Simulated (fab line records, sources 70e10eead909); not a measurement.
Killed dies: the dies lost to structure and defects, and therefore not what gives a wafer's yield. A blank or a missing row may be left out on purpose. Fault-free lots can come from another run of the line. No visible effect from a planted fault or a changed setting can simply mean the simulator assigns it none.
fab line records -- flow nand-harc
[record] lots = 12, wafers = 36, last-day = 33
route steps=1302 shown A_CONTACT@1089 A_BLC@1116
lots that met no fault: from a run of the same line without faults
start-h: start of the lot's first displayed wafer, in hours after the record's first day -- wait-h: hours elapsed since this lot's preceding step -- " unchanged from the row above -- L1.1+2: a row that stands for several wafers -- - value missing, or start not given -- * or withheld: withheld -- < > ~ a bound
route shown NAME@n: names a module that has steps shown in the file, with the first one's number in the route -- usual: mean and standard deviation over wafers with no fault -- same: alike in all rows -- chamber/n: place in a boat -- sites: readings site by site -- _std_site: standard deviation of those values -- _edge_site: inner sites' mean taken away from outer sites' mean -- radius-mm: for every site, how far away it sits from the centre of the wafer -- mask NAME#n: copy n -- behind: the tool/chamber that last shaped the wafer -- hold: cause of the lot's hold/its duration in hours/its outcome -- device: the n, p or np transistor that did not switch -- end of line: tests run on the same wafers once the route is complete -- where a step has no rows: the recipe by itself -- killed: at the first sort, the dies lost to defects and structure; wafer yield is something else -- map: the dies of a wafer, with x for killed, . for not killed, _ for no die there
set.NAME: the setting that was run; set.NAME@STEP: the one run at that earlier step -- model.NAME: the simulator's own value behind a step, which no gauge read
steps of the route over a sample of lots; a table a step, a row a wafer
services: when a tool's chamber went out of use (start-h, in hours from the record's first day, below 0 if earlier), for how many hours, and the reason
[[steps]]
[step NHARC_A_CONTACT_ETCH_137]
[recipe] source-w = withheld, pressure-mtorr = 20, bias-v = 1200, time-s = 311, target-depth-a = 19120, ar-flow-sccm = withheld, c4f8-flow-sccm = withheld, o2-flow-sccm = withheld, chemistry = C4F8/O2/Ar
[same] time-s = 311
lot.wafer,tool,chamber,start-h,wait-h,rf-hours-counter-h
L800.2,har-cap-etch-02,0,511.20,0.3,81
L800.1,har-cap-etch-02,1,511.20,0.3,81
L800.3,har-cap-etch-02,1,511.20,0.3,-
L801.2,har-cap-etch-02,0,536.64,0.2,87
L801.6,har-cap-etch-02,0,536.64,0.2,-
L801.5,har-cap-etch-02,1,536.64,0.2,-
L802.2,har-cap-etch-01,1,541.92,0.2,6
L802.3,har-cap-etch-01,1,541.92,0.2,-
L802.5,har-cap-etch-01,0,541.92,0.2,-
L804.2,har-cap-etch-03,0,552.83,0.3,54
L804.3,har-cap-etch-03,1,552.83,0.3,-
L804.5,har-cap-etch-03,0,552.83,0.3,-
L806.2,har-cap-etch-03,0,586.37,0.2,59
L806.1,har-cap-etch-03,1,586.37,0.2,59
L806.5,har-cap-etch-03,1,586.37,0.2,-
L808.1,har-cap-etch-03,1,595.74,0.2,60
L808.3,har-cap-etch-03,1,595.74,0.2,-
L808.5,har-cap-etch-03,1,595.74,0.2,-
L815.1,har-cap-etch-01,1,676.40,0.2,32
L815.4,har-cap-etch-01,1,676.40,0.2,-
L815.5,har-cap-etch-01,0,676.40,0.2,-
L816.2,har-cap-etch-02,1,681.93,0.2,113
L816.4,har-cap-etch-02,0,681.93,0.2,-
L816.5,har-cap-etch-02,1,681.93,0.2,-
L818.1,har-cap-etch-02,1,719.97,0.2,118
L818.4,har-cap-etch-02,0,719.97,0.2,-
L818.5,har-cap-etch-02,1,719.97,0.2,-
L820.2,har-cap-etch-01,0,723.38,0.2,39
L820.3,har-cap-etch-01,0,723.38,0.2,-
L820.6,har-cap-etch-01,1,723.38,0.2,-
L819.1,har-cap-etch-03,0,726.98,0.2,86
L819.2,har-cap-etch-03,1,726.98,0.2,86
L819.4,har-cap-etch-03,0,726.98,0.2,-
L821.1,har-cap-etch-01,1,742.94,0.2,42
L821.5,har-cap-etch-01,1,742.94,0.2,-
L821.6,har-cap-etch-01,0,742.94,0.2,-
[step NHARC_A_CONTACT_ETCH_92]
[recipe] target-depth-a = 400, over-etch-frac = 0.5, time-s = 85.7, ion-energy-ev = 120, ch3f-flow-sccm = 50, o2-flow-sccm = 30, ar-flow-sccm = 200, rf-w = 500, bias-w = 100, chemistry = CH3F/O2
[usual] drypump-motor-current-A = 5.7/0.53, o2-flow-sccm = 29.98/0.083, oes-product-au = 0.94/0.031, rf-vpp-V = 244.8/1.5, showerhead-plenum-p-Torr = 2.49/0.085, throttle-valve-pct = 20.663/0.009
[same] time-s = 85.7
lot.wafer,tool,chamber,start-h,wait-h,drypump-motor-current-A,o2-flow-sccm,oes-product-au,rf-hours-counter-h,rf-vpp-V,showerhead-plenum-p-Torr,throttle-valve-pct
L800.3,rie-diel-06,0,512.57,0.4,6.4,30.01,0.94,4,247.1,2.57,20.670
L800.1,rie-diel-06,1,512.57,0.4,5.1,29.93,0.92,4,244.2,2.40,20.658
L800.2,rie-diel-06,3,512.57,0.4,5.3,29.94,0.95,3,246.0,2.46,20.661
L801.2,rie-diel-05,2,537.76,0.5,6.2,29.92,0.92,41,247.7,2.62,20.654
L801.5,rie-diel-05,2,537.76,0.5,6.2,29.93,0.91,-,246.1,2.62,20.679
L801.6,rie-diel-05,3,537.76,0.5,5.4,30.06,0.92,-,244.4,2.48,20.672
L802.2,rie-diel-06,3,542.97,0.5,5.3,30.00,0.93,7,244.6,2.46,20.657
L802.3,rie-diel-06,0,542.97,0.5,6.4,29.77,0.94,7,246.5,2.57,20.668
L802.5,rie-diel-06,0,542.97,0.5,6.4,29.87,0.92,-,245.2,2.57,20.679
L804.2,rie-diel-06,1,554.15,0.5,5.0,29.95,0.90,9,244.2,2.40,20.659
L804.3,rie-diel-06,3,554.15,0.5,5.3,29.93,0.93,8,245.6,2.46,20.666
L804.5,rie-diel-06,1,554.15,0.5,5.1,29.90,0.92,-,243.4,2.40,20.663
L806.1,rie-diel-06,2,587.50,0.5,6.3,29.95,0.95,15,246.4,2.52,20.664
L806.2,rie-diel-06,3,587.50,0.5,5.3,29.99,0.94,15,243.3,2.46,20.666
L806.5,rie-diel-06,1,587.50,0.5,5.0,30.13,0.92,-,242.9,2.40,20.669
L808.1,rie-diel-06,2,596.86,0.5,6.3,29.86,0.93,16,244.8,2.52,20.666
L808.3,rie-diel-06,0,596.86,0.5,6.4,29.97,0.93,16,246.2,2.56,20.655
L808.5,rie-diel-06,2,596.86,0.5,6.2,29.97,0.94,-,244.4,2.52,20.684
L815.4,rie-diel-06,1,677.45,0.4,5.0,30.15,0.98,0,242.9,2.39,20.661
L815.1,rie-diel-06,3,677.45,0.4,5.3,29.92,1.00,1,244.8,2.45,20.647
L815.5,rie-diel-06,2,677.45,0.4,6.3,29.99,1.00,-,245.8,2.51,20.652
L816.4,rie-diel-06,1,683.06,0.4,5.1,29.94,0.91,1,243.3,2.39,20.670
L816.2,rie-diel-06,2,683.06,0.4,6.3,29.77,0.93,1,245.9,2.51,20.663
L816.5,rie-diel-06,3,683.06,0.4,5.3,30.00,0.92,-,244.7,2.45,20.654
L818.1,rie-diel-06,0,721.07,0.5,6.4,29.93,0.92,7,245.6,2.56,20.647
L818.4,rie-diel-06,2,721.07,0.5,6.3,29.99,0.92,8,245.7,2.51,20.656
L818.5,rie-diel-06,1,721.07,0.5,5.1,29.91,0.91,-,243.6,2.39,20.666
L820.3,rie-diel-06,3,724.50,0.4,5.3,30.03,0.92,9,244.5,2.45,20.662
L820.2,rie-diel-06,1,724.50,0.4,5.0,30.06,0.91,8,242.6,2.39,20.661
L820.6,rie-diel-06,3,724.50,0.4,5.3,29.91,0.92,-,244.6,2.45,20.659
L819.1,rie-diel-06,1,728.07,0.5,5.0,30.00,0.92,8,243.6,2.39,20.660
L819.4,rie-diel-06,2,728.07,0.5,6.2,29.95,0.93,10,245.4,2.51,20.652
L819.2,rie-diel-06,3,728.07,0.5,5.3,30.14,0.91,10,244.8,2.45,20.663
L821.1,rie-diel-07,1,744.09,0.6,5.8,30.11,0.94,24,247.6,2.60,20.666
L821.5,rie-diel-07,2,744.09,0.6,5.7,29.97,0.93,-,246.6,2.65,20.659
L821.6,rie-diel-07,3,744.09,0.6,6.1,30.00,0.93,-,244.8,2.49,20.663
[step NHARC_A_BLC_DEVELOP_09]
[recipe] develop-time-s = 35, dev-temp-c = 23
[usual] developer-temp-C = 23.01/0.095
lot.wafer,tool,chamber,start-h,wait-h,developer-temp-C
L800.1,litho-track-04,0,516,-,22.92
L800.2,litho-track-04,0,516,-,23.13
L800.3,litho-track-04,0,516,-,23.15
L801.2,litho-track-04,0,541,-,22.88
L801.5,litho-track-04,0,541,-,22.97
L801.6,litho-track-04,0,541,-,23.03
L802.2,litho-track-04,0,545,-,22.94
L802.3,litho-track-04,0,545,-,22.76
L802.5,litho-track-04,0,545,-,22.81
L804.2,litho-track-06,0,557,-,23.12
L804.3,litho-track-06,0,557,-,23.12
L804.5,litho-track-06,0,557,-,23.00
L806.1,litho-track-04,0,590,-,23.99
L806.2,litho-track-04,0,590,-,24.14
L806.5,litho-track-04,0,590,-,23.87
L808.1,litho-track-04,0,599,-,23.99
L808.3,litho-track-04,0,599,-,23.87
L808.5,litho-track-04,0,599,-,24.03
L815.1,litho-track-04,0,680,-,23.01
L815.4,litho-track-04,0,680,-,22.90
L815.5,litho-track-04,0,680,-,23.09
L816.2,litho-track-06,0,686,-,23.09
L816.4,litho-track-06,0,686,-,23.08
L816.5,litho-track-06,0,686,-,23.02
L818.1,litho-track-06,0,724,-,23.15
L818.4,litho-track-06,0,724,-,22.99
L818.5,litho-track-06,0,724,-,23.02
L820.2,litho-track-06,0,727,-,22.93
L820.3,litho-track-06,0,727,-,22.86
L820.6,litho-track-06,0,727,-,22.84
L819.1,litho-track-06,0,731,-,22.95
L819.2,litho-track-06,0,731,-,23.19
L819.4,litho-track-06,0,731,-,23.06
L821.1,litho-track-04,0,747,-,22.84
L821.5,litho-track-04,0,747,-,23.03
L821.6,litho-track-04,0,747,-,22.85
[step NHARC_A_BLC_ETCH_17]
[recipe] target-depth-a = 3900, over-etch-frac = 0.25, time-s = 609.38, ion-energy-ev = 200, n2-flow-sccm = 150, h2-flow-sccm = 150, ar-flow-sccm = 0, rf-w = 400, bias-w = 150, chemistry = N2/H2
[usual] drypump-motor-current-A = 5.8/0.41, oes-product-au = 1.005/0.0075, rf-vpp-V = 430.6/2.4, showerhead-plenum-p-Torr = 2.04/0.081, throttle-valve-pct = 14.172/0.0091
[same] time-s = 609.38
lot.wafer,tool,chamber,start-h,wait-h,drypump-motor-current-A,oes-product-au,rf-hours-counter-h,rf-vpp-V,showerhead-plenum-p-Torr,throttle-valve-pct
L800.2,rie-diel-13,2,-,-,5.1,1.008,10,430.8,2.09,14.179
L800.1,rie-diel-13,3,-,-,5.9,1.003,10,428.9,2.00,14.165
L800.3,rie-diel-13,0,-,-,6.0,0.998,11,427.3,1.90,14.165
L801.2,rie-diel-01,2,-,-,6.4,1.004,12,432.5,2.08,14.182
L801.5,rie-diel-01,0,-,-,5.2,1.000,-,434.9,2.14,14.169
L801.6,rie-diel-01,1,-,-,5.6,1.000,-,431.6,2.06,14.175
L802.3,rie-diel-13,3,-,-,5.9,1.001,1,429.9,2.00,14.178
L802.2,rie-diel-13,2,-,-,5.1,1.006,1,431.9,2.09,14.171
L802.5,rie-diel-13,3,-,-,6.0,1.014,-,429.4,2.00,14.166
L804.3,rie-diel-13,0,-,-,6.1,0.996,1,427.1,1.90,14.180
L804.2,rie-diel-13,1,-,-,6.1,1.003,1,432.0,2.09,14.179
L804.5,rie-diel-13,1,-,-,6.1,0.997,-,431.5,2.09,14.165
L806.1,rie-diel-13,0,-,-,6.0,1.005,4,427.5,1.90,14.165
L806.2,rie-diel-13,1,-,-,6.1,0.994,3,432.3,2.09,14.188
L806.5,rie-diel-13,0,-,-,6.0,1.006,-,426.3,1.90,14.172
L808.3,rie-diel-01,3,-,-,5.6,1.012,3,433.9,2.11,14.156
L808.1,rie-diel-01,0,-,-,5.2,1.006,3,432.1,2.13,14.145
L808.5,rie-diel-01,3,-,-,5.6,1.017,-,431.3,2.11,14.190
L815.4,rie-diel-01,2,-,-,6.4,1.003,11,431.2,2.07,14.185
L815.1,rie-diel-01,3,-,-,5.6,1.022,9,431.7,2.11,14.176
L815.5,rie-diel-01,3,-,-,5.6,1.016,-,432.8,2.11,14.182
L816.2,rie-diel-13,1,-,-,6.0,0.993,11,431.0,2.09,14.168
L816.4,rie-diel-13,0,-,-,6.0,0.999,11,426.7,1.90,14.171
L816.5,rie-diel-13,1,-,-,6.1,0.998,-,431.7,2.09,14.163
L818.1,rie-diel-01,2,-,-,6.4,1.007,13,430.5,2.07,14.171
L818.4,rie-diel-01,0,-,-,5.2,1.015,12,432.8,2.13,14.171
L818.5,rie-diel-01,2,-,-,6.4,1.006,-,431.8,2.07,14.172
L820.2,rie-diel-13,3,-,-,5.9,0.996,1,429.5,2.00,14.171
L820.3,rie-diel-13,0,-,-,6.1,0.992,1,425.4,1.89,14.161
L820.6,rie-diel-13,3,-,-,5.9,0.990,-,429.8,2.00,14.171
L819.4,rie-diel-13,3,-,-,5.9,1.005,2,430.5,2.00,14.163
L819.2,rie-diel-13,1,-,-,6.0,0.995,1,431.3,2.09,14.173
L819.1,rie-diel-13,2,-,-,5.1,1.005,1,432.2,2.08,14.173
L821.1,rie-diel-01,2,-,-,6.4,1.015,1,430.7,2.07,14.164
L821.5,rie-diel-01,2,-,-,6.4,1.008,-,431.4,2.07,14.177
L821.6,rie-diel-01,3,-,-,5.6,1.015,-,432.9,2.11,14.160
[[services]]
tool,chamber,start-h,hours,kind
rie-diel-07,0,497.96,6.9,repair
rie-diel-01,1,499.35,4.7,repair
har-cap-etch-01,-,500.04,17.0,pm
rie-diel-13,-,519.06,9.0,pm
litho-track-06,-,529.00,7.0,pm
rie-diel-05,1,535.89,5.3,repair
litho-track-04,-,553.00,7.0,pm
rie-diel-05,0,553.50,2.5,repair
rie-diel-01,-,557.80,9.0,pm
rie-diel-07,2,560.00,1.7,repair
rie-diel-13,3,578.80,7.1,repair
rie-diel-05,-,583.75,9.0,pm
rie-diel-01,1,598.14,4.5,repair
rie-diel-01,-,603.20,0.9,repair
rie-diel-05,3,611.77,3.0,repair
rie-diel-07,2,611.94,6.7,repair
rie-diel-01,2,628.26,7.0,repair
rie-diel-06,2,630.23,8.0,repair
rie-diel-06,-,661.35,9.0,pm
rie-diel-13,-,696.06,9.0,pm
litho-track-06,-,704.00,7.0,pm
litho-track-04,-,728.00,7.0,pm
rie-diel-01,-,734.80,9.0,pm
rie-diel-13,-,742.04,1.7,repair
[[key]]
[first-sign] step = NHARC_A_BLC_DEVELOP_09, reading = developer-temp-C, direction = up, sigmas = 10, usual = *, struck = *
effect none on later readings
met-at NHARC_A_BLC_DEVELOP_09
struck-lots L806,L808
tester-left-out L806,L808
not-acting-at NHARC_A_CONTACT_ETCH_137,NHARC_A_CONTACT_ETCH_92,NHARC_A_BLC_ETCH_17
[fault] kind = process-parameter-drift, tool = litho-track-04, chamber = -, onset-h = 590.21, steps = NHARC_A_BLC_DEVELOP_09, channel = dev-temp-c, offset = *, shape = step, end-h = 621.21, acts-in = *, stated = *
// tester-left-out: of these lots the tester's yield and bins aren't shown, on N5 and GAA mostly nor the transistor test; their killed dies are dies lost to structure and defects alone, not to doping, threshold or leakage, so they don't give the yield
